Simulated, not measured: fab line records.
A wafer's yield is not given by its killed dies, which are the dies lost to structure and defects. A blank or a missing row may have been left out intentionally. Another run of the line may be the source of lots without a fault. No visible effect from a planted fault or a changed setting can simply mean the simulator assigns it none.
fab line records	flow n5_finfet
record: lots: 9	wafers: 27	last_day: 17
route steps=1938 shown BEOL_M4@1111 BEOL_M6@1211 PASSIVATION@1936
lots that met no fault: from a run of the same line without faults
start_h: the number of hours between the record's first day and the start of the first shown wafer of the lot	wait_h: time in hours since the lot's previous step	" identical to the entry in the row above	L1.1+2: a row that stands for several wafers	- no value present, or no start provided	* or withheld: withheld	< > ~ a bound
route shown NAME@n: NAME is a module with steps in the file, n the number in the route of the first one	usual: mean/standard deviation taken from wafers without a fault	same: alike in all rows	chamber/n: place in a boat	sites: readings site by site	_std_site: how widely they spread, as a standard deviation	_edge_site: inner sites' mean taken away from outer sites' mean	radius_mm: for every site, how far away it sits from the centre of the wafer	mask NAME#n: copy n	behind: tool/chamber where the wafer was last shaped	hold: why the lot went on hold/how many hours it stayed there/how the hold came to an end	device: transistor that didn't switch, given as n, p or np	end of line: tests of these same wafers at the route's end	a step with no rows: only its recipe	killed: count of dies lost to structure and defects at first sort (not the wafer's yield)	map: a wafer's dies, marking killed ones x, the rest . and places with no die _
set.NAME: the setting that was run; set.NAME@STEP: the one run at that earlier step	model.NAME: the simulator's own value behind a step, which no gauge read
steps of the route over a sample of lots; a table a step, a row a wafer
services: when a tool's chamber went out of use (start_h, in hours from the record's first day, below 0 if earlier), for how many hours, and the reason
== steps ==
step: N5_BEOL_M4_RC_MEAS_101
usual: DIBL_N: 35.8/1.6	DIBL_P: 36.0/2.1	IOFF_N: 0.153/0.026	IOFF_P: 0.21/0.037	ION_N: 673/11	ION_P: 462/7.6	SS_N: 71.4/0.53	SS_P: 73.2/0.67	VT_N: 250/3.2	VT_P: -250/3.7
lot.wafer	tool	chamber	start_h	wait_h	DIBL_N[mV/V]	DIBL_P[mV/V]	IOFF_N[nA/um]	IOFF_P[nA/um]	ION_N[uA/um]	ION_P[uA/um]	SS_N[mV/dec]	SS_P[mV/dec]	VT_N[mV]	VT_P[mV]
L754.1	prober-02	0	192.23	0.0	38.4	37.5	0.175	0.22	679	461	72.8	73.6	251	-251
L754.3	"	0	"	"	39.5	39.5	0.193	0.27	685	473	72.2	74.4	250	-249
L754.5	"	0	"	"	36.4	35.9	0.144	0.20	678	464	70.8	73.0	251	-253
L760.2	prober-01	0	224.95	0.2	35.2	35.2	0.136	0.18	671	462	71.4	73.4	250	-252
L760.3	"	0	"	"	35.3	35.7	0.153	0.20	688	468	70.8	72.8	249	-249
L760.6	"	0	"	"	36.4	37.6	0.168	0.22	688	469	71.9	72.6	246	-248
L763.1	prober-02	0	240.69	0.0	33.4	32.2	0.113	0.16	656	449	71.4	71.8	254	-252
L763.3	"	0	"	"	33.7	32.9	0.112	0.17	659	457	70.6	72.4	255	-251
L763.4	"	0	"	"	36.6	37.2	0.168	0.23	684	465	71.2	73.2	249	-248
L765.2	prober-02	0	249.67	0.2	38.2	38.4	0.195	0.25	687	470	71.4	74.1	247	-247
L765.3	"	0	"	"	36.9	36.4	0.161	0.22	676	463	71.7	73.1	248	-247
L765.5	"	0	"	"	35.5	36.7	0.151	0.23	679	468	71.4	73.3	249	-247
L764.2	prober-01	0	251.81	0.2	34.2	35.2	0.139	0.20	672	467	71.2	72.5	252	-251
L764.3	"	0	"	"	34.2	34.9	0.136	0.21	676	472	71.8	72.8	253	-248
L764.5	"	0	"	"	35.0	35.9	0.168	0.23	678	466	71.3	73.4	247	-249
L766.1	prober-01	0	268.62	0.0	35.8	36.5	0.149	0.22	669	465	71.6	73.4	252	-251
L766.2	"	0	"	"	36.1	37.6	0.159	0.25	666	470	71.6	73.5	251	-246
L766.3	"	0	"	"	36.9	37.6	0.176	0.23	691	473	72.4	73.8	251	-249
L768.1	prober-01	0	275.89	0.0	35.1	36.0	0.145	0.19	665	459	70.7	73.7	251	-252
L768.3	"	0	"	"	35.1	35.8	0.148	0.19	671	458	71.4	72.8	249	-250
L768.6	"	0	"	"	37.1	38.2	0.178	0.22	678	460	72.4	74.1	249	-252
L770.3	prober-01	0	289.61	0.3	36.5	36.6	0.159	0.20	669	459	71.4	73.7	253	-251
L770.5	"	0	"	"	37.5	37.0	0.174	0.21	680	464	72.2	73.4	250	-249
L770.6	"	0	"	"	34.7	35.0	0.136	0.18	661	460	70.6	72.9	253	-254
L772.1	prober-02	0	302.40	0.0	37.5	38.2	0.156	0.21	668	458	71.6	73.6	251	-251
L772.2	"	0	"	"	38.3	39.0	0.157	0.24	672	469	71.8	74.3	252	-250
L772.4	"	0	"	"	38.3	38.8	0.167	0.22	674	458	71.5	73.8	248	-249
step: N5_BEOL_M6_ETCH_61
recipe: chemistry: CF4	target: SiARC	target_depth_a: 455	mask_material: CAR-ArF	time_s: 75.8	ion_energy_ev: 80	pressure_mtorr: 40	source_w: 545	bias_w: 36	Ar_flow_sccm: 100	cf4_flow_sccm: 100	ends: cleared
usual: drypump_motor_current_A: 5.6/0.49	etch_rf_on_time_s: 76.4/1.4	oes_product_au: 0.67/0.07	rf_vpp_V: 184.3/1.1	showerhead_plenum_p_Torr: 2.16/0.062	throttle_valve_pct: 15.69/0.23
lot.wafer	tool	chamber	start_h	wait_h	drypump_motor_current_A	etch_rf_on_time_s	oes_product_au	rf_hours_counter_h	rf_vpp_V	showerhead_plenum_p_Torr	throttle_valve_pct
L754.1	rie_diel-05	1	206.41	0.0	5.7	76.7	0.67	106	184.1	2.24	15.78
L754.3	"	0	"	"	6.6	75.6	0.58	248	182.8	2.11	15.63
L754.5	"	2	"	"	5.1	76.5	0.59	-	185.5	2.20	15.95
L760.2	rie_diel-05	1	237.24	0.0	5.8	76.8	0.65	119	185.5	2.24	15.78
L760.3	"	2	"	"	5.1	76.7	0.58	241	185.3	2.20	15.99
L760.6	"	1	"	"	5.7	77.3	0.66	-	185.2	2.24	15.80
L763.1	rie_diel-01	3	256.97	0.0	5.3	74.9	0.60	233	183.7	2.20	16.13
L763.3	"	0	"	"	5.1	78.8	0.68	89	184.2	2.07	15.64
L763.4	"	1	"	"	5.9	74.4	0.78	34	181.9	2.09	15.49
L765.2	rie_diel-05	1	265.75	0.0	5.7	76.9	0.65	128	186.9	2.23	15.82
L765.3	"	0	"	"	6.6	75.1	0.82	9	182.9	2.11	15.18
L765.5	"	0	"	"	6.6	74.7	0.83	-	183.0	2.11	15.18
L764.2	rie_diel-01	0	269.08	0.0	5.2	79.1	0.67	93	183.4	2.07	15.65
L764.3	"	1	"	"	5.9	74.8	0.76	38	183.9	2.09	15.47
L764.5	"	2	"	"	6.1	75.5	0.61	-	184.2	2.20	15.81
L766.1	rie_diel-06	0	282.16	0.0	5.0	74.9	0.69	82	185.0	2.09	15.67
L766.2	"	3	"	"	5.8	75.8	0.61	197	183.3	2.12	15.96
L766.3	"	1	"	"	5.1	76.9	0.62	185	185.2	2.14	15.61
L768.1	rie_diel-06	3	297.40	0.0	5.8	75.9	0.60	203	183.7	2.12	15.96
L768.3	"	0	"	"	4.9	75.8	0.68	87	184.0	2.08	15.68
L768.6	"	0	"	"	4.9	75.5	0.68	-	183.3	2.08	15.69
L770.3	rie_diel-01	0	305.90	0.0	5.2	79.2	0.65	105	183.9	2.06	15.68
L770.5	"	2	"	"	6.0	75.8	0.60	-	185.4	2.20	15.84
L770.6	"	0	"	"	5.2	79.1	0.66	-	182.9	2.06	15.67
L772.1	rie_diel-01	0	318.40	0.0	5.2	80.6	0.65	111	183.8	2.06	15.69
L772.2	"	1	"	"	5.9	76.8	0.73	57	182.8	2.09	15.51
L772.4	"	2	"	"	6.1	76.6	0.60	-	184.7	2.20	15.86
step: N5_BEOL_M6_CD_MEAS_18
recipe: pitch_nm: 80	target_cd_nm: 40
usual: cd_nm: 40.1/0.63
lot.wafer	tool	chamber	start_h	wait_h	cd_nm
L754.1	cd_sem-01	-	206.92	0.0	41.4
L754.3	"	-	"	"	40.1
L754.5	"	-	"	"	40.3
L760.2	cd_sem-02	-	237.67	0.1	40.8
L760.3	"	-	"	"	40.5
L760.6	"	-	"	"	40.9
L763.1	cd_sem-01	-	257.40	0.0	40.2
L763.3	"	-	"	"	40.0
L763.4	"	-	"	"	39.6
L765.2	cd_sem-02	-	266.18	0.1	39.8
L765.3	"	-	"	"	39.5
L765.5	"	-	"	"	39.3
L764.2	cd_sem-01	-	269.51	0.1	40.7
L764.3	"	-	"	"	40.8
L764.5	"	-	"	"	40.0
L766.1	cd_sem-01	-	282.59	0.0	40.5
L766.2	"	-	"	"	39.5
L766.3	"	-	"	"	40.8
L768.1	cd_sem-02	-	297.83	0.0	38.8
L768.3	"	-	"	"	39.5
L768.6	"	-	"	"	38.8
L770.3	cd_sem-02	-	306.33	0.1	39.8
L770.5	"	-	"	"	38.9
L770.6	"	-	"	"	39.6
L772.1	cd_sem-02	-	318.82	0.0	39.8
L772.2	"	-	"	"	40.2
L772.4	"	-	"	"	39.2
step: N5_BEOL_M6_STRIP_36
recipe: chemistry: N2/H2	power_w: 450	temp_c: 40	pressure_mtorr: 20	rf_frequency_hz: 6e+07	overash_fraction: 0.3	bias_power_w: 7	h2_frac: 0.5	n2_flow_sccm: 200	h2_flow_sccm: 200
usual: bias_power_w: 7.003/0.02	chamber_pressure_mTorr: 20.00/0.037	drypump_motor_current_A: 5.7/0.53	oes_product_au: 0.79/0.092	rf_vpp_V: 58.9/1.4	showerhead_plenum_p_Torr: 2.56/0.08	throttle_valve_pct: 23.59/0.27
lot.wafer	tool	chamber	start_h	wait_h	bias_power_w	chamber_pressure_mTorr	drypump_motor_current_A	oes_product_au	rf_hours_counter_h	rf_vpp_V	showerhead_plenum_p_Torr	throttle_valve_pct
L754.1	rie_diel-06	0	209.71	0.0	6.983	19.96	4.9	0.85	56	58.9	2.48	23.56
L754.3	"	2	"	"	7.025	20.06	6.6	0.69	237	59.3	2.60	23.41
L754.5	"	0	"	"	6.980	19.97	4.9	0.84	-	56.5	2.48	23.56
L760.2	rie_diel-05	2	239.91	0.0	-	-	-	-	-	-	-	-
L760.3	"	1	"	"	-	-	-	-	-	-	-	-
L760.6	"	3	"	"	-	-	-	-	-	-	-	-
L763.1	rie_diel-05	1	260.90	0.0	-	-	-	-	-	-	-	-
L763.3	"	2	"	"	-	-	-	-	-	-	-	-
L763.4	"	0	"	"	-	-	-	-	-	-	-	-
L765.2	rie_diel-05	0	268.08	0.0	6.999	20.03	6.6	0.96	10	59.2	2.49	23.52
L765.3	"	3	"	"	7.015	20.00	5.7	0.81	83	59.1	2.67	23.31
L765.5	"	1	"	"	7.011	19.99	5.8	0.75	-	57.8	2.65	23.90
L764.2	rie_diel-05	3	270.88	0.0	6.998	20.03	5.7	0.81	85	59.6	2.67	23.28
L764.3	"	0	"	"	7.021	20.03	6.5	0.96	11	59.2	2.49	23.52
L764.5	"	0	"	"	6.982	20.05	6.6	0.97	-	57.9	2.49	23.54
L766.1	rie_diel-05	3	284.70	0.0	6.999	19.99	5.7	0.81	91	59.9	2.67	23.32
L766.2	"	0	"	"	7.033	19.97	6.6	0.96	17	56.3	2.49	23.56
L766.3	"	1	"	"	6.966	20.06	5.7	0.76	137	60.5	2.65	23.88
L768.1	rie_diel-01	1	298.67	0.0	7.012	20.02	5.9	0.87	48	58.4	2.47	23.62
L768.3	"	3	"	"	7.016	19.99	5.2	0.68	248	58.7	2.59	24.05
L768.6	"	2	"	"	7.020	20.01	6.1	0.71	-	61.8	2.62	24.01
L770.3	rie_diel-06	2	308.00	0.0	7.008	20.00	6.6	0.92	15	61.4	2.58	23.24
L770.5	"	1	"	"	7.005	19.98	5.1	0.71	-	59.0	2.51	23.26
L770.6	"	0	"	"	7.012	19.97	4.9	0.80	-	60.8	2.46	23.61
L772.1	rie_diel-01	0	319.74	0.0	6.983	20.01	5.2	0.78	112	59.6	2.43	23.31
L772.2	"	1	"	"	6.968	19.98	5.9	0.86	58	62.2	2.47	23.65
L772.4	"	2	"	"	6.988	19.96	6.1	0.69	-	60.1	2.62	24.04
step: N5_BEOL_M6_ETCH_41
recipe: chemistry: CH3F/O2	target: SiCN	target_depth_a: 297	taper_deg: 2	time_s: 52	ion_energy_ev: 120	mask_material: TiN	pressure_mtorr: 30	source_w: 395	bias_w: 75	Ar_flow_sccm: 150	CH3F_flow_sccm: 30	O2_flow_sccm: 20
usual: CH3F_flow_sccm: 30.00/0.088	drypump_motor_current_A: 5.7/0.53	oes_product_au: 0.79/0.092	rf_vpp_V: 297.8/1.5	showerhead_plenum_p_Torr: 2.02/0.061	throttle_valve_pct: 16.35/0.25
lot.wafer	tool	chamber	start_h	wait_h	CH3F_flow_sccm	drypump_motor_current_A	oes_product_au	rf_hours_counter_h	rf_vpp_V	showerhead_plenum_p_Torr	throttle_valve_pct
L754.1	rie_diel-06	0	-	-	29.97	4.9	0.83	57	297.2	1.94	16.24
L754.3	"	2	"	"	30.08	6.6	0.69	237	298.5	2.06	16.57
L754.5	"	0	"	"	29.97	4.9	0.84	-	296.1	1.94	16.26
L760.2	rie_diel-05	2	239.98	0.0	29.99	5.1	0.68	242	299.0	2.07	16.74
L760.3	"	1	"	"	29.86	5.7	0.78	121	299.3	2.09	16.47
L760.6	"	3	"	"	29.91	5.7	0.82	-	300.8	2.10	16.04
L763.1	rie_diel-05	1	260.97	0.0	29.95	5.8	0.76	127	298.9	2.09	16.47
L763.3	"	2	"	"	29.94	5.1	0.67	249	299.7	2.07	16.76
L763.4	"	0	"	"	30.22	6.6	0.98	7	297.2	1.98	15.95
L765.2	rie_diel-05	0	-	-	29.89	6.6	0.98	10	296.6	1.97	15.97
L765.3	"	3	"	"	30.02	5.7	0.81	83	299.8	2.10	16.04
L765.5	"	1	"	"	30.13	5.7	0.76	-	299.1	2.08	16.47
L764.2	rie_diel-05	3	-	-	30.04	5.7	0.81	85	300.4	2.10	16.03
L764.3	"	0	"	"	29.97	6.6	0.95	11	296.0	1.97	15.97
L764.5	"	0	"	"	29.93	6.6	0.96	-	295.7	1.97	15.97
L766.1	rie_diel-05	3	-	-	29.97	5.7	0.80	91	299.7	2.10	16.04
L766.2	"	0	"	"	30.03	6.6	0.94	17	296.6	1.97	15.98
L766.3	"	1	"	"	30.04	5.7	0.75	137	299.0	2.08	16.50
L768.1	rie_diel-01	1	-	-	30.04	5.9	0.87	48	296.1	1.95	16.21
L768.3	"	3	"	"	29.95	5.3	0.69	248	298.7	2.06	16.89
L768.6	"	2	"	"	30.12	6.1	0.70	-	297.8	2.06	16.55
L770.3	rie_diel-06	2	-	-	30.07	6.6	0.92	15	297.7	2.05	16.18
L770.5	"	1	"	"	30.02	5.1	0.72	-	297.8	2.00	16.34
L770.6	"	0	"	"	29.93	4.9	0.79	-	297.6	1.93	16.32
L772.1	rie_diel-01	0	-	-	29.99	5.2	0.77	112	295.8	1.93	16.44
L772.2	"	1	"	"	30.03	5.9	0.85	58	296.5	1.94	16.23
L772.4	"	2	"	"	30.02	6.1	0.70	-	299.0	2.06	16.56
step: N5_PASSIVATION_PROBE_49
usual: defect_limited_yield: 91.3/1.5	killed_at_M0_to_M3: 33/12	killed_at_M4_up: 13/5.2	killed_at_contacts: 13/6.7	killed_at_front_end: 40/11	killed_at_other: 4.1/2.7	killed_dies: 103/17	killed_on_rim: 14/4.2	killed_open: 69/13	killed_short: 33/8.4	sort_bin_5_function: 5.1/1	sort_bin_6_memory: 3.2/0.62	sort_n_pass: 1077/17	sort_yield_pct: 91.3/1.5
same: gross_dies: 1180	killed_at_back_side: 0	sort_bin_4_leakage[%]: 0	sort_bin_8_speed[%]: 0
lot.wafer	tool	chamber	start_h	wait_h	defect_limited_yield[%]	killed_at_M0_to_M3	killed_at_M4_up	killed_at_contacts	killed_at_front_end	killed_at_other	killed_dies	killed_on_rim	killed_open	killed_short	sort_bin_5_function[%]	sort_bin_6_memory[%]	sort_n_pass	sort_yield_pct[%]
L760.2	prober-01	-	325.53	0.1	0	18	1098	14	42	8	1180	152	55	38	96.9	2.7	0	0
L760.3	prober-01	-	325.58	0.1	0	25	1105	8	34	8	1180	152	52	33	96.4	3.5	0	0
L760.6	prober-01	-	325.73	0.3	0	21	1109	18	28	4	1180	152	37	40	96.8	3.0	0	0
L763.1	prober-01	-	344.00	0.0	0	17	1096	24	41	2	1180	152	67	30	96.9	2.8	0	0
L763.3	prober-01	-	344.10	0.1	0	16	1084	15	62	3	1180	152	84	25	96.0	3.6	0	0
L763.4	prober-01	-	344.15	0.2	0	29	1092	9	42	8	1180	152	70	35	96.9	2.9	0	0
L764.2	prober-01	-	358.89	0.9	91.9	32	13	6	38	6	95	14	69	22	3.8	3.8	1085	91.9
L764.3	prober-01	-	358.94	1.0	92.0	26	16	5	41	6	94	14	59	33	5.3	2.4	1086	92.0
L764.5	prober-01	-	359.04	1.1	94.0	24	8	13	24	2	71	13	47	23	3.4	2.3	1109	94.0
L766.1	prober-02	-	383.01	0.0	88.1	38	16	33	52	1	140	25	97	43	7.3	4.2	1040	88.1
L766.2	prober-02	-	383.06	0.1	89.7	39	16	21	45	0	121	13	73	47	6.0	4.1	1059	89.7
L766.3	prober-02	-	383.11	0.1	91.4	27	10	19	41	5	102	11	57	44	5.1	3.1	1078	91.4
L772.1	prober-02	-	396.43	0.0	91.9	24	12	4	50	6	96	13	47	45	4.8	3.1	1084	91.9
L772.2	prober-02	-	396.48	0.1	92.7	37	9	5	30	5	86	7	52	32	4.2	3.0	1094	92.7
L772.4	prober-02	-	396.58	0.2	89.1	60	12	7	48	2	129	20	68	58	6.8	3.7	1051	89.1
killed by level:class
L760.2 BEOL_M6:area_ald=1087 FIN_SAQP:geometric_particle:open=14 MOL_CONTACT_COAG:geometric_particle:open=9 BEOL_M0_SAQP:geometric_particle:open=8 BEOL_M0_SAQP:geometric_particle:short=6 MOL_CONTACT_COAG:geometric_particle:short=5 FIN_SAQP:geometric_particle:short=4 STI_FIN_REVEAL:geometric_particle:open=4
L760.3 BEOL_M6:area_ald=1093 STI_FIN_REVEAL:geometric_particle:open=9 MOL_CONTACT_COAG:geometric_particle:short=6 BEOL_M0_SAQP:geometric_particle:short=6 DUMMY_GATE:geometric_particle:open=5 BEOL_M0_SAQP:geometric_particle:open=5 BEOL_M2:geometric_particle:open=5 GATE_CUT:geometric_particle:open=4
L760.6 BEOL_M6:area_ald=1102 MOL_CONTACT_COAG:geometric_particle:short=12 STI_FIN_REVEAL:geometric_particle:open=7 MOL_CONTACT_COAG:geometric_particle:open=6 STARTING-WAFER:geometric_particle:short=6 BEOL_M0_SAQP:geometric_particle:short=5 BEOL_M2:geometric_particle:open=5 GATE_CUT:geometric_particle:short=4
L763.1 BEOL_M6:area_ald=1082 MOL_CONTACT_COAG:geometric_particle:open=19 FIN_SAQP:geometric_particle:open=11 BEOL_M4:geometric_particle:open=8 STI_FIN_REVEAL:geometric_particle:open=7 MOL_CONTACT_COAG:geometric_particle:short=5 FIN_SAQP:geometric_particle:short=4 DUMMY_GATE:geometric_particle:short=4
L763.3 BEOL_M6:area_ald=1071 FIN_SAQP:geometric_particle:open=20 STI_FIN_REVEAL:geometric_particle:open=12 MOL_CONTACT_COAG:geometric_particle:open=11 FIN_SAQP:geometric_particle:short=8 BEOL_M3:geometric_particle:open=8 DUMMY_GATE:geometric_particle:open=7 BEOL_M4:geometric_particle:open=5
L763.4 BEOL_M6:area_ald=1074 STI_FIN_REVEAL:geometric_particle:open=9 MOL_CONTACT_COAG:geometric_particle:open=7 BEOL_M2:geometric_particle:open=7 STARTING-WAFER:geometric_particle:open=6 BEOL_M0_SAQP:geometric_particle:short=5 BEOL_M1:geometric_particle:open=5 BEOL_M5:geometric_particle:open=5
L764.2 FIN_SAQP:geometric_particle:open=13 BEOL_M0_SAQP:geometric_particle:open=9 BEOL_M2:geometric_particle:open=7 SPACER0:geometric_particle:open=6 MOL_CONTACT_COAG:geometric_particle:open=5 BEOL_M0_SAQP:geometric_particle:short=5 BEOL_M4:geometric_particle:open=5 BEOL_M3:geometric_particle:open=5
L764.3 STI_FIN_REVEAL:geometric_particle:open=17 BEOL_M2:geometric_particle:open=9 BEOL_M0_SAQP:geometric_particle:short=8 STI_FIN_REVEAL:geometric_particle:short=5 BEOL_M7:geometric_particle:open=5 FIN_SAQP:geometric_particle:short=4 BEOL_M4:geometric_particle:open=4 MOL_CONTACT_COAG:geometric_particle:short=3
L764.5 MOL_CONTACT_COAG:geometric_particle:open=12 BEOL_M2:geometric_particle:open=12 STI_FIN_REVEAL:geometric_particle:open=8 BEOL_M0_SAQP:geometric_particle:short=6 FIN_SAQP:geometric_particle:short=4 BEOL_M2:geometric_particle:short=4 STARTING-WAFER:geometric_particle:short=4 DUMMY_GATE:geometric_particle:open=2
L766.1 MOL_CONTACT_COAG:geometric_particle:open=29 BEOL_M0_SAQP:geometric_particle:short=13 FIN_SAQP:geometric_particle:open=11 STI_FIN_REVEAL:geometric_particle:open=10 BEOL_M0_SAQP:geometric_particle:open=10 STI_FIN_REVEAL:geometric_particle:short=6 BEOL_M1:geometric_particle:open=6 BEOL_M4:geometric_particle:open=6
L766.2 MOL_CONTACT_COAG:geometric_particle:open=17 BEOL_M0_SAQP:geometric_particle:short=16 FIN_SAQP:geometric_particle:open=10 BEOL_M0_SAQP:geometric_particle:open=8 BEOL_M1:geometric_particle:open=5 STI_FIN_REVEAL:geometric_particle:open=5 GATE_CUT:geometric_particle:short=5 ILD0:geometric_particle:open=5
L766.3 MOL_CONTACT_COAG:geometric_particle:open=18 BEOL_M0_SAQP:geometric_particle:short=9 FIN_SAQP:geometric_particle:short=7 STI_FIN_REVEAL:geometric_particle:open=6 BEOL_M2:geometric_particle:open=6 FIN_SAQP:geometric_particle:open=5 BEOL_M8:geometric_particle:short=4 ILD0:geometric_particle:short=4
L772.1 FIN_SAQP:geometric_particle:short=16 BEOL_M0_SAQP:geometric_particle:short=7 STI_FIN_REVEAL:geometric_particle:open=6 DUMMY_GATE:geometric_particle:open=6 BEOL_M1:geometric_particle:open=5 MOL_CONTACT_COAG:geometric_particle:open=4 BEOL_M0_SAQP:geometric_particle:open=4 BEOL_M2:geometric_particle:open=4
L772.2 BEOL_M0_SAQP:geometric_particle:open=11 FIN_SAQP:geometric_particle:short=9 BEOL_M0_SAQP:geometric_particle:short=9 BEOL_M1:geometric_particle:open=9 MOL_CONTACT_COAG:geometric_particle:open=5 FIN_SAQP:geometric_particle:open=3 SPACER0:geometric_particle:open=3 BEOL_M1:geometric_particle:short=3
L772.4 FIN_SAQP:geometric_particle:short=19 BEOL_M0_SAQP:geometric_particle:short=18 BEOL_M1:geometric_particle:open=12 FIN_SAQP:geometric_particle:open=10 BEOL_M0_SAQP:geometric_particle:open=9 BEOL_M4:geometric_particle:open=7 BEOL_M2:geometric_particle:open=5 STI_FIN_REVEAL:geometric_particle:open=4
== services ==
tool	chamber	start_h	hours	kind
rie_diel-01	1	194.65	3.8	repair
rie_diel-05	1	208.51	1.2	repair
rie_diel-05	0	212.49	-	clean
rie_diel-05	0	212.49	-	consumable_replace:focus_ring
rie_diel-05	0	212.49	26.6	scheduled_down
rie_diel-05	0	212.49	26.6	vent_cycle
rie_diel-06	-	229.49	2.8	pm
rie_diel-06	2	245.69	-	clean
rie_diel-06	2	245.69	-	consumable_replace:focus_ring
rie_diel-06	2	245.69	18.1	scheduled_down
rie_diel-06	2	245.69	18.1	vent_cycle
rie_diel-05	1	251.98	3.1	repair
rie_diel-05	2	263.06	-	clean
rie_diel-05	2	263.06	-	consumable_replace:focus_ring
rie_diel-05	2	263.06	23.8	scheduled_down
rie_diel-05	2	263.06	23.8	vent_cycle
rie_diel-01	2	285.88	1.5	repair
rie_diel-01	0	288.34	2.1	repair
rie_diel-01	3	305.54	-	clean
rie_diel-01	3	305.54	-	consumable_replace:focus_ring
rie_diel-01	3	305.54	19.3	scheduled_down
rie_diel-01	3	305.54	19.3	vent_cycle
== key ==
first_sign: step: N5_BEOL_M6_STRIP_36	reading: tool_record	direction: missing
effect: step: N5_PASSIVATION_PROBE_49	reading: killed_at_M4_up	direction: up	sigmas: 99+	usual: 13	struck: 1097
more_kills_born_at: N5_BEOL_M6_ALD_77@ald_metal-03: 3282	N5_BEOL_M6_ALD_77@ald_metal-01: 3227
met_at N5_BEOL_M6_STRIP_36
struck_lots L760,L763
later_rows_left_out L760.2,L760.3,L760.6,L763.1,L763.3,L763.4
not_acting_at N5_BEOL_M6_ETCH_61,N5_BEOL_M6_CD_MEAS_18,N5_BEOL_M6_ETCH_41
fault: kind: skipped_step_whole	tool: rie_diel-05	chamber: -	onset_h: 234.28	steps: N5_BEOL_M6_STRIP_36	scope: struck_lots_only
later_rows_left_out: the simulator's readings of these wafers behind a module that went badly wrong aren't trusted and aren't shown, but for the sort
